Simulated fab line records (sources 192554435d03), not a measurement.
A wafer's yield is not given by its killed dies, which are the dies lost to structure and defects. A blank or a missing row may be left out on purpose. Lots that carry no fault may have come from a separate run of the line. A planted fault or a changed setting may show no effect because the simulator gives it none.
Which of the tools did it?	flow n5-finfet	72 wafers from 24 lots sampled at 5 of the route's 1938 steps

WHAT EACH GAUGE READ, for each wafer
N5_BEOL_M7_INSPECT_13: inspects for defects (brightfield).
lot	measured	on	raw-defect-count
L074	day 9 00:59	defect-inspect-02	269 348 324
L075	day 9 01:08	defect-inspect-02	365 361 393
L076	day 9 14:19	defect-inspect-01	338 386 494
L078	day 9 16:11	defect-inspect-02	459 458 285
L077	day 9 22:44	defect-inspect-02	202 363 391
L079	day 9 22:54	defect-inspect-02	380 422 389
L080	day 10 02:14	defect-inspect-01	539 551 470
L081	day 10 05:48	defect-inspect-01	484 420 483
L082	day 11 02:23	defect-inspect-02	368 338 313
L083	day 11 02:41	defect-inspect-01	430 504 563
L084	day 11 06:21	defect-inspect-02	434 432 464
L085	day 11 11:22	defect-inspect-01	487 396 363
L086	day 11 14:17	defect-inspect-01	410 533 442
L087	day 12 02:52	defect-inspect-02	493 352 284
L089	day 12 05:44	defect-inspect-02	393 285 315
L088	day 12 14:59	defect-inspect-01	499 512 516
L090	day 12 22:10	defect-inspect-01	367 342 435
L091	day 12 22:25	defect-inspect-01	457 481 366
L093	day 13 10:23	defect-inspect-02	332 359 366
L092	day 13 14:23	defect-inspect-02	295 337 296
L095	day 13 18:31	defect-inspect-02	293 345 325
L094	day 14 02:47	defect-inspect-02	380 302 524
L096	day 14 06:22	defect-inspect-02	379 341 334
L097	day 14 22:27	defect-inspect-02	343 390 321

N5_BEOL_M7_OCD_MEAS_38.
lot	measured	on	trench-depth-nm (nm)
L074	day 9 04:24	ocd-02	91.8 90.5 91.1
L075	day 9 04:18	ocd-01	93.1 92.0 90.2
L076	day 9 18:26	ocd-01	94.0 92.6 93.1
L078	day 9 18:36	ocd-02	92.1 91.4 91.8
L077	day 10 01:37	ocd-01	91.7 92.1 94.3
L079	day 10 01:42	ocd-02	91.2 91.4 89.5
L080	day 10 05:29	ocd-02	94.1 92.2 93.8
L081	day 10 07:14	ocd-01	89.1 94.2 94.0
L082	day 11 05:48	ocd-01	90.3 91.2 90.9
L083	day 11 06:12	ocd-02	91.3 91.6 92.0
L084	day 11 08:10	ocd-02	91.9 92.8 92.0
L085	day 11 14:14	ocd-01	89.7 89.7 92.1
L086	day 11 16:05	ocd-02	92.4 89.9 93.7
L087	day 12 05:44	ocd-01	94.5 91.1 93.8
L089	day 12 07:21	ocd-01	94.8 95.4 91.7
L088	day 12 16:48	ocd-02	91.1 91.8 91.2
L090	day 12 23:52	ocd-02	95.5 90.6 90.6
L091	day 13 02:47	ocd-01	90.6 91.3 92.0
L093	day 13 11:57	ocd-02	91.9 90.7 92.8
L092	day 13 18:45	ocd-01	93.2 92.4 93.0
L095	day 13 20:25	ocd-02	92.3 91.9 91.7
L094	day 14 05:21	ocd-02	91.3 91.9 91.4
L096	day 14 11:13	ocd-02	90.8 96.7 93.3
L097	day 15 00:46	ocd-02	91.7 91.0 90.0

EACH LOT AND THE TOOL THAT RAN IT (in order: tool; ch and the chambers of the sampled wafers; start)
lot	N5_BEOL_M7_ETCH_62	N5_BEOL_M7_TRENCH_ETCH_37	N5_BEOL_M7_ETCH_41
L074	rie-diel-06 ch 1,2,3, day 9 01:08	rie-diel-02 ch 0,1,3, day 9 04:24 or earlier	rie-diel-02 ch 0,1,3, day 9 04:24 or earlier
L075	rie-diel-03 ch 1,2,3, day 9 01:20	rie-diel-03 ch 1,2,3, day 9 04:18 or earlier	rie-diel-03 ch 1,2,3, day 9 04:18 or earlier
L076	rie-diel-06 ch 2,3, day 9 14:28	rie-diel-06 ch 0,3, day 9 18:26 or earlier	rie-diel-06 ch 0,3, day 9 18:26 or earlier
L078	rie-diel-02 ch 0,2,3, day 9 16:19	rie-diel-02 ch 0,1,3, day 9 18:36 or earlier	rie-diel-02 ch 0,1,3, day 9 18:36 or earlier
L077	rie-diel-03 ch 1,2, day 9 22:52	rie-diel-06 ch 0,3, day 10 01:37 or earlier	rie-diel-06 ch 0,3, day 10 01:37 or earlier
L079	rie-diel-03 ch 1,3, day 9 23:07	rie-diel-02 ch 0,1,3, day 10 01:42 or earlier	rie-diel-02 ch 0,1,3, day 10 01:42 or earlier
L080	rie-diel-02 ch 0,2,3, day 10 02:22	rie-diel-06 ch 0,1,3, day 10 05:29 or earlier	rie-diel-06 ch 0,1,3, day 10 05:29 or earlier
L081	rie-diel-03 ch 2,3, day 10 05:56	rie-diel-06 ch 1,2,3, day 10 07:14 or earlier	rie-diel-06 ch 1,2,3, day 10 07:14 or earlier
L082	rie-diel-03 ch 1,2, day 11 02:31	rie-diel-02 ch 2,3, day 11 05:48 or earlier	rie-diel-02 ch 2,3, day 11 05:48 or earlier
L083	rie-diel-06 ch 0,2,3, day 11 02:51	rie-diel-02 ch 2,3, day 11 06:12 or earlier	rie-diel-02 ch 2,3, day 11 06:12 or earlier
L084	rie-diel-03 ch 2,3, day 11 06:29	rie-diel-02 ch 0,2, day 11 08:10 or earlier	rie-diel-02 ch 0,2, day 11 08:10 or earlier
L085	rie-diel-02 ch 0,2,3, day 11 11:32	rie-diel-03 ch 2,3, day 11 14:14 or earlier	rie-diel-03 ch 2,3, day 11 14:14 or earlier
L086	rie-diel-06 ch 1,2,3, day 11 14:40	rie-diel-03 ch 1,2,3, day 11 16:05 or earlier	rie-diel-03 ch 1,2,3, day 11 16:05 or earlier
L087	rie-diel-06 ch 1,3, day 12 03:04	rie-diel-06 ch 0,1,3, day 12 05:44 or earlier	rie-diel-06 ch 0,1,3, day 12 05:44 or earlier
L089	rie-diel-03 ch 0,1,2, day 12 05:53	rie-diel-06 ch 0,1,3, day 12 07:21 or earlier	rie-diel-06 ch 0,1,3, day 12 07:21 or earlier
L088	rie-diel-02 ch 0,2, day 12 15:08	rie-diel-02 ch 0,1, day 12 16:48 or earlier	rie-diel-02 ch 0,1, day 12 16:48 or earlier
L090	rie-diel-06 ch 0,1,3, day 12 22:21	rie-diel-06 ch 1,2, day 12 23:52 or earlier	rie-diel-06 ch 1,2, day 12 23:52 or earlier
L091	rie-diel-02 ch 0,1,2, day 12 22:40	rie-diel-02 ch 0,2,3, day 13 02:47 or earlier	rie-diel-02 ch 0,2,3, day 13 02:47 or earlier
L093	rie-diel-06 ch 1,2, day 13 10:33	rie-diel-03 ch 0,2,3, day 13 11:57 or earlier	rie-diel-03 ch 0,2,3, day 13 11:57 or earlier
L092	rie-diel-03 ch 0,1,3, day 13 14:31	rie-diel-03 ch 1,2,3, day 13 18:45 or earlier	rie-diel-03 ch 1,2,3, day 13 18:45 or earlier
L095	rie-diel-02 ch 0,2, day 13 18:52	rie-diel-03 ch 1,2,3, day 13 20:25 or earlier	rie-diel-03 ch 1,2,3, day 13 20:25 or earlier
L094	rie-diel-02 ch 0,2, day 14 03:13	rie-diel-02 ch 0,1,3, day 14 05:21 or earlier	rie-diel-02 ch 0,1,3, day 14 05:21 or earlier
L096	rie-diel-06 ch 0,2,3, day 14 06:46	rie-diel-06 ch 0,2,3, day 14 11:13 or earlier	rie-diel-06 ch 0,2,3, day 14 11:13 or earlier
L097	rie-diel-03 ch 0,2,3, day 14 22:49	rie-diel-03 ch 0,3, day 15 00:46 or earlier	rie-diel-03 ch 0,3, day 15 00:46 or earlier
- N5_BEOL_M7_ETCH_62: etches SOC in N2/H2, target depth 110 nm, overetch 22 nm, time 165 s.
- N5_BEOL_M7_TRENCH_ETCH_37: etches SiCOH lowk in C4F6/O2, target depth 93.478 nm, time 31.2 s.
- N5_BEOL_M7_ETCH_41: etches SiCN in CH3F/O2, target depth 31.9 nm, time 57.8 s.

WHAT THE TOOLS THEMSELVES READ (means of the sampled wafers that have a number; where no wafer has one, the mark that the record gives instead)
N5_BEOL_M7_ETCH_62.
lot	tool	drypump-motor-current-A (A)	h2-flow-sccm (sccm)	n2-flow-sccm (sccm)	oes-product-au (a.u.)	rf-vpp-V (V)	showerhead-plenum-p-Torr (Torr)	throttle-valve-pct (%)
L074	rie-diel-06	4.9	199.9	200.4	0.65	525	2.57	17.81
L075	rie-diel-03	5.6	200.0	199.4	0.68	524	2.53	17.73
L076	rie-diel-06	4.7	199.2	200.6	0.66	524	2.54	17.91
L078	rie-diel-02	5.8	199.9	199.7	0.71	522	2.48	17.85
L077	rie-diel-03	5.2	199.5	199.8	0.72	524	2.55	17.74
L079	rie-diel-03	6.0	200.3	200.0	0.64	523	2.50	17.77
L080	rie-diel-02	5.8	199.8	200.4	0.71	521	2.48	17.86
L081	rie-diel-03	6.1	200.3	199.5	0.63	521	2.42	17.83
L082	rie-diel-03	5.2	200.5	199.8	0.71	524	2.55	17.75
L083	rie-diel-06	5.3	200.4	199.8	0.62	522	2.49	18.14
L084	rie-diel-03	6.1	199.8	200.7	0.62	521	2.42	17.85
L085	rie-diel-02	5.8	199.8	200.0	0.70	522	2.47	17.87
L086	rie-diel-06	5.0	200.1	199.8	0.64	525	2.56	17.83
L087	rie-diel-06	5.0	200.0	200.0	0.67	526	2.57	17.70
L089	rie-diel-03	5.4	199.6	200.0	0.66	525	2.60	17.75
L088	rie-diel-02	5.7	199.3	199.8	0.67	520	2.41	17.97
L090	rie-diel-06	5.5	200.2	199.5	0.63	524	2.53	17.92
L091	rie-diel-02	5.6	199.9	200.0	0.69	521	2.42	17.96
L093	rie-diel-06	5.2	200.5	199.7	0.70	524	2.59	17.58
L092	rie-diel-03	5.8	199.9	199.6	0.70	528	2.67	17.61
L095	rie-diel-02	5.7	199.5	200.4	0.63	520	2.37	18.16
L094	rie-diel-02	5.7	200.4	199.7	0.65	520	2.40	18.00
L096	rie-diel-06	5.2	200.0	200.1	0.76	526	2.59	17.85
L097	rie-diel-03	5.9	199.6	200.1	0.68	525	2.59	17.68

N5_BEOL_M7_TRENCH_ETCH_37.
lot	tool	drypump-motor-current-A (A)	oes-product-au (a.u.)	rf-vpp-V (V)	showerhead-plenum-p-Torr (Torr)	throttle-valve-pct (%)
L074	rie-diel-02	5.7	0.79	661	2.81	21.18
L075	rie-diel-03	5.6	0.80	649	2.82	20.83
L076	rie-diel-06	5.3	0.78	663	2.79	20.99
L078	rie-diel-02	5.7	0.78	661	2.80	21.20
L077	rie-diel-06	5.7	0.74	670	2.74	21.17
L079	rie-diel-02	5.7	0.78	662	2.80	21.19
L080	rie-diel-06	5.5	0.77	660	2.84	21.02
L081	rie-diel-06	4.9	0.76	650	2.88	21.02
L082	rie-diel-02	5.7	0.84	655	2.82	20.90
L083	rie-diel-02	5.8	0.84	655	2.82	20.91
L084	rie-diel-02	5.7	0.78	651	2.71	21.04
L085	rie-diel-03	6.1	0.71	646	2.70	20.92
L086	rie-diel-03	5.6	0.77	647	2.81	20.87
L087	rie-diel-06	5.5	0.75	660	2.83	21.06
L089	rie-diel-06	5.4	0.76	659	2.83	21.04
L088	rie-diel-02	5.5	0.85	646	2.75	21.11
L090	rie-diel-06	4.9	0.91	649	2.88	20.94
L091	rie-diel-02	5.8	0.80	663	2.77	21.06
L093	rie-diel-03	5.9	0.81	652	2.90	20.80
L092	rie-diel-03	5.6	0.85	652	2.92	20.75
L095	rie-diel-03	5.6	0.85	652	2.92	20.75
L094	rie-diel-02	5.7	0.83	660	2.79	21.09
L096	rie-diel-06	5.2	0.89	664	2.88	20.94
L097	rie-diel-03	6.3	0.83	646	2.97	20.62

N5_BEOL_M7_ETCH_41.
lot	tool	drypump-motor-current-A (A)	oes-product-au (a.u.)	rf-vpp-V (V)	showerhead-plenum-p-Torr (Torr)	throttle-valve-pct (%)
L074	rie-diel-02	5.7	0.80	296.2	1.97	16.52
L075	rie-diel-03	5.6	0.80	296.5	1.98	16.25
L076	rie-diel-06	5.2	0.79	297.2	1.96	16.44
L078	rie-diel-02	5.7	0.78	296.9	1.97	16.53
L077	rie-diel-06	5.7	0.74	295.8	1.92	16.62
L079	rie-diel-02	5.7	0.78	297.3	1.97	16.53
L080	rie-diel-06	5.5	0.77	297.5	2.00	16.46
L081	rie-diel-06	4.9	0.76	298.0	2.03	16.42
L082	rie-diel-02	5.7	0.85	296.3	1.98	16.25
L083	rie-diel-02	5.7	0.84	296.4	1.98	16.25
L084	rie-diel-02	5.7	0.78	295.4	1.90	16.41
L085	rie-diel-03	6.0	0.71	295.4	1.89	16.42
L086	rie-diel-03	5.6	0.77	296.9	1.97	16.29
L087	rie-diel-06	5.5	0.76	297.5	1.99	16.49
L089	rie-diel-06	5.5	0.75	298.3	1.99	16.48
L088	rie-diel-02	5.6	0.85	296.0	1.93	16.44
L090	rie-diel-06	4.9	0.91	297.6	2.02	16.24
L091	rie-diel-02	5.8	0.79	295.9	1.95	16.39
L093	rie-diel-03	5.9	0.81	298.4	2.04	16.25
L092	rie-diel-03	5.6	0.85	298.1	2.05	16.16
L095	rie-diel-03	5.6	0.85	299.3	2.05	16.15
L094	rie-diel-02	5.7	0.82	296.5	1.96	16.41
L096	rie-diel-06	5.2	0.89	298.4	2.03	16.32
L097	rie-diel-03	6.3	0.83	299.7	2.09	16.07

THE ANSWER, worked out from the rows above alone
Rule: usual is defined by the lots themselves. The widest of any qualifying gaps counts: lots, ordered by their means at a reading, are off when they make up no more than a third of the lots, leave a main group of 4 or more, and stand apart from it by 3 or more times the standard deviation of that group's means. If all means in a main group match to the digits the tables above print for the reading, that group is not used. Also off: a lot with no number at a reading for which 4 or more lots have one. Where the step has rows for the other lots, those lots are counted as sound. Order of review: gauges by route order, followed by the tools' own readings, for which a lot's mean as printed above is used. At the first step where some lot is off, the reading lying furthest off is the one used; lots without a number count as furthest.
Across all readings shown, no lot is off: no conclusion can be drawn from this.

WHAT THE SIMULATOR HAD INSERTED
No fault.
